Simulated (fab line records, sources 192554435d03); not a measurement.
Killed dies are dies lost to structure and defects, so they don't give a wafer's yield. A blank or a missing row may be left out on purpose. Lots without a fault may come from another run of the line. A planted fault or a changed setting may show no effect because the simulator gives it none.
Which tool did it? | flow n5_finfet | 10 lots, 30 wafers sampled, at 6 steps of a route of 1938

WHAT THE GAUGES READ, wafer by wafer
N5_ILD0_THK_MEAS_08.
lot  | measured    | on            | thk_nm (nm)
L831 | day 5 01:29 | film_metro-01 | 200.9 199.3 197.8
L832 | day 5 09:01 | film_metro-02 | 199.4 196.6 196.6
L833 | day 5 17:34 | film_metro-02 | 197.4 198.0 197.4
L837 | day 6 13:08 | film_metro-02 | 140.0 137.2 137.7
L839 | day 6 23:32 | film_metro-01 | 139.4 137.7 138.5
L840 | day 7 06:02 | film_metro-02 | 137.4 138.4 137.5
L841 | day 7 14:50 | film_metro-02 | 139.5 139.3 139.5
L842 | day 7 18:45 | film_metro-01 | 139.3 138.6 138.7
L848 | day 9 07:58 | film_metro-02 | 138.9 138.2 137.7
L847 | day 9 09:20 | film_metro-02 | 140.7 139.9 137.2

N5_BEOL_M4_RC_MEAS_101.
lot  | measured     | on        | DIBL_N (mV/V)  | DIBL_P (mV/V)  | IOFF_N (nA/um)    | IOFF_P (nA/um) | ION_N (uA/um) | ION_P (uA/um) | SS_N (mV/dec)  | SS_P (mV/dec)  | VT_N (mV)         | VT_P (mV)
L837 | day 10 21:25 | prober-01 | 38.7 37.7 36.6 | 37.3 36.7 34.5 | 0.185 0.170 0.151 | 0.24 0.22 0.19 | 683 676 654   | 466 463 450   | 71.8 71.8 71.3 | 73.4 74.3 73.6 | 248.5 249.2 253.6 | -250 -248 -251
L839 | day 11 12:26 | prober-02 | 35.3 33.6 34.6 | 35.3 33.2 35.1 | 0.144 0.117 0.140 | 0.19 0.18 0.19 | 664 641 662   | 458 453 454   | 70.8 71.1 71.1 | 73.9 72.3 74.0 | 253.9 256.6 250.2 | -252 -251 -251
L840 | day 11 15:17 | prober-01 | 39.8 38.1 38.0 | 39.4 36.4 36.1 | 0.213 0.185 0.174 | 0.26 0.20 0.19 | 686 687 683   | 463 461 456   | 72.4 71.5 71.9 | 75.0 73.2 73.5 | 248.3 247.3 248.9 | -249 -253 -253
L841 | day 11 15:35 | prober-02 | 36.1 35.4 37.2 | 36.2 35.9 38.5 | 0.161 0.151 0.198 | 0.22 0.22 0.26 | 682 681 694   | 473 466 471   | 72.0 71.7 71.3 | 72.8 73.7 72.9 | 248.9 250.4 244.0 | -245 -246 -246
L842 | day 12 12:33 | prober-02 | 35.1 38.1 35.5 | 36.0 38.5 36.5 | 0.152 0.243 0.172 | 0.20 0.25 0.20 | 684 688 685   | 468 466 461   | 71.3 72.3 72.0 | 72.8 73.2 72.8 | 249.8 242.1 246.1 | -252 -249 -249
L848 | day 14 16:55 | prober-02 | 34.9 40.0 37.2 | 33.0 39.2 35.1 | 0.124 0.210 0.147 | 0.19 0.30 0.23 | 667 684 675   | 465 473 478   | 70.6 71.4 70.6 | 72.9 75.1 73.6 | 250.1 246.3 249.8 | -249 -246 -248
L847 | day 15 05:43 | prober-01 | 35.2 34.7 36.7 | 34.8 33.7 36.9 | 0.156 0.139 0.201 | 0.22 0.20 0.26 | 662 670 694   | 460 468 482   | 71.1 70.9 71.0 | 73.1 72.1 73.1 | 247.2 251.6 243.3 | -244 -245 -242

WHICH TOOL RAN EACH LOT (tool, then ch and the chambers of the sampled wafers, then the start)
lot  | N5_SD_EPI_P_STRIP_40                | N5_ILD0_LINER_00                 | N5_ILD0_CMP_07               | N5_ILD0_ALD_15
L831 | plasma_asher-02 ch 0,1, day 4 18:47 | ald_sin-02 ch 0,1,3, day 4 22:29 | cmp-03 ch 1,2,3, day 5 01:11 | ald_sin-04 ch 0,2,3, day 5 02:12
L832 | plasma_asher-02 ch 0,1, day 5 02:17 | ald_sin-04 ch 0,2, day 5 06:01   | cmp-03 ch 1,2,3, day 5 08:45 | ald_sin-01 ch 1,3, day 5 09:44
L833 | plasma_asher-01 ch 0,1, day 5 10:32 | ald_sin-01 ch 0,2, day 5 14:35   | cmp-01 ch 0,1, day 5 17:16   | ald_sin-02 ch 0,1,3, day 5 18:19
L837 | plasma_asher-01 ch 0,1, day 6 06:01 | ald_sin-02 ch 0,1,3, day 6 10:08 | cmp-03 ch 0,2,3, day 6 12:50 | ald_sin-04 ch 1,2,3, day 6 13:51
L839 | plasma_asher-02 ch 0,1, day 6 15:55 | ald_sin-02 ch 2,3, day 6 20:33   | cmp-02 ch 0,1,2, day 6 23:19 | ald_sin-01 ch 2,3, day 7 00:47
L840 | plasma_asher-01 ch 0,1, day 6 23:22 | ald_sin-04 ch 0,1, day 7 03:02   | cmp-01 ch 1,3, day 7 05:44   | ald_sin-04 ch 1,2,3, day 7 07:01
L841 | plasma_asher-02 ch 0,1, day 7 08:04 | ald_sin-01 ch 0,1, day 7 11:51   | cmp-02 ch 0,2,3, day 7 14:37 | ald_sin-04 ch 0,3, day 7 15:33
L842 | plasma_asher-02 ch 0,1, day 7 11:16 | ald_sin-02 ch 0,1,3, day 7 15:46 | cmp-01 ch 0,1,3, day 7 18:28 | ald_sin-02 ch 1,2,3, day 7 19:29
L848 | plasma_asher-01 ch 0,1, day 9 01:06 | ald_sin-04 ch 0,1,2, day 9 04:47 | cmp-03 ch 0,1,3, day 9 07:43 | ald_sin-02 ch 0,1,2, day 9 09:20
L847 | plasma_asher-02 ch 0,1, day 9 02:29 | ald_sin-02 ch 0,1,3, day 9 06:20 | cmp-03 ch 0,2,3, day 9 09:03 | ald_sin-04 ch 0,2,3, day 9 10:11
- N5_SD_EPI_P_STRIP_40: strips in N2/H2.
- N5_ILD0_LINER_00: material SiNx, target thk 4 nm, pulse time 1 s, purge time 2 s.
- N5_ILD0_CMP_07: polishes SiO2 flowable, stops on poly-Si, t overpolish 1.18 s, target thk 138.88 nm.
- N5_ILD0_ALD_15: deposits SiNx, target thk 24 nm, pulse time 1 s, ald cycles 480.

WHAT THE TOOLS THEMSELVES READ (means of the sampled wafers that have a number; where no wafer has one, the mark that the record gives instead)
N5_SD_EPI_P_STRIP_40.
lot  | tool            | drypump_motor_current_A (A) | heater_power_w (W) | n2_flow_sccm (sccm) | oes_product_au (a.u.) | temp_c (C)
L831 | plasma_asher-02 | 5.74                        | 361                | 1746                | 0.743                 | 249.87
L832 | plasma_asher-02 | 5.67                        | 359                | 1752                | 0.765                 | 250.01
L833 | plasma_asher-01 | 5.82                        | 366                | 1750                | 0.762                 | 250.04
L837 | plasma_asher-01 | 5.72                        | 353                | 1752                | 0.749                 | 250.04
L839 | plasma_asher-02 | 5.76                        | 354                | 1753                | 0.774                 | 249.95
L840 | plasma_asher-01 | 5.84                        | 373                | 1746                | 0.759                 | 249.95
L841 | plasma_asher-02 | 5.75                        | 353                | 1757                | 0.768                 | 249.79
L842 | plasma_asher-02 | 5.67                        | 359                | 1749                | 0.765                 | 250.11
L848 | plasma_asher-01 | 5.85                        | 367                | 1755                | 0.759                 | 250.15
L847 | plasma_asher-02 | 5.74                        | 358                | 1753                | 0.769                 | 249.94

N5_ILD0_LINER_00.
lot  | tool       | heater_power_w (W) | precursor_pulse_height_rel
L831 | ald_sin-02 | 793                | 0.990
L832 | ald_sin-04 | 898                | 1.000
L833 | ald_sin-01 | 770                | 0.978
L837 | ald_sin-02 | 796                | 0.992
L839 | ald_sin-02 | 850                | 0.993
L840 | ald_sin-04 | 894                | 0.999
L841 | ald_sin-01 | 859                | 1.009
L842 | ald_sin-02 | 803                | 0.996
L848 | ald_sin-04 | 872                | 1.006
L847 | ald_sin-02 | 814                | 1.005

N5_ILD0_CMP_07.
lot  | tool   | edge_zone_pressure_frac | head_pressure_psi (psi) | motor_current_A (A)
L831 | cmp-03 | -                       | -                       | -
L832 | cmp-03 | -                       | -                       | -
L833 | cmp-01 | -                       | -                       | -
L837 | cmp-03 | 1.004                   | 4.145                   | 11.8
L839 | cmp-02 | 0.999                   | 4.150                   | 13.5
L840 | cmp-01 | 1.000                   | 4.136                   | 11.2
L841 | cmp-02 | 0.997                   | 4.147                   | 12.7
L842 | cmp-01 | 1.000                   | 4.148                   | 11.7
L848 | cmp-03 | 1.004                   | 4.159                   | 11.8
L847 | cmp-03 | 0.997                   | 4.148                   | 12.1

N5_ILD0_ALD_15.
lot  | tool       | heater_power_w (W) | precursor_pulse_height_rel
L831 | ald_sin-04 | 882                | 1.021
L832 | ald_sin-01 | 862                | 1.030
L833 | ald_sin-02 | 802                | 1.014
L837 | ald_sin-04 | 875                | 0.991
L839 | ald_sin-01 | 755                | 1.006
L840 | ald_sin-04 | 870                | 1.008
L841 | ald_sin-04 | 901                | 0.997
L842 | ald_sin-02 | 874                | 0.986
L848 | ald_sin-02 | 904                | 1.004
L847 | ald_sin-04 | 886                | 0.998

THE ANSWER, worked out from the rows above alone
Rule: what is usual is taken from the lots themselves. Put in order of their means at a reading, lots are off if they are a third of the lots or fewer, leave a main group of 4 or more, and stand apart from it by a gap of 3 or more times the standard deviation of the main group's means; of several such gaps the widest counts. A main group whose means are all the same, to the digits that the tables above print for the reading, isn't used. A lot without any number at a reading at which 4 lots or more have one is off too. The other lots that the step has rows for count as sound. The gauges are gone through in route order, then the tools' own readings, and for those a lot's mean is taken as printed above. The first step at which some lot is off is used, and at that step the reading that is off furthest; a lot without a number counts as furthest.
Off: L831, L832, L833, at N5_ILD0_THK_MEAS_08 (thk_nm). The main group: mean 138.6 nm, standard deviation 0.55.
A tool fits if, at a process step before that reading, it ran every lot that is off, and no sound lot after the first of them. The gauges at N5_ILD0_THK_MEAS_08 aren't tried: what is off there is off at N5_ILD0_CMP_07 too, on other tools, and a gauge's error can't cause that. None of those tried fits.

WHAT THE SIMULATOR HAD PUT IN
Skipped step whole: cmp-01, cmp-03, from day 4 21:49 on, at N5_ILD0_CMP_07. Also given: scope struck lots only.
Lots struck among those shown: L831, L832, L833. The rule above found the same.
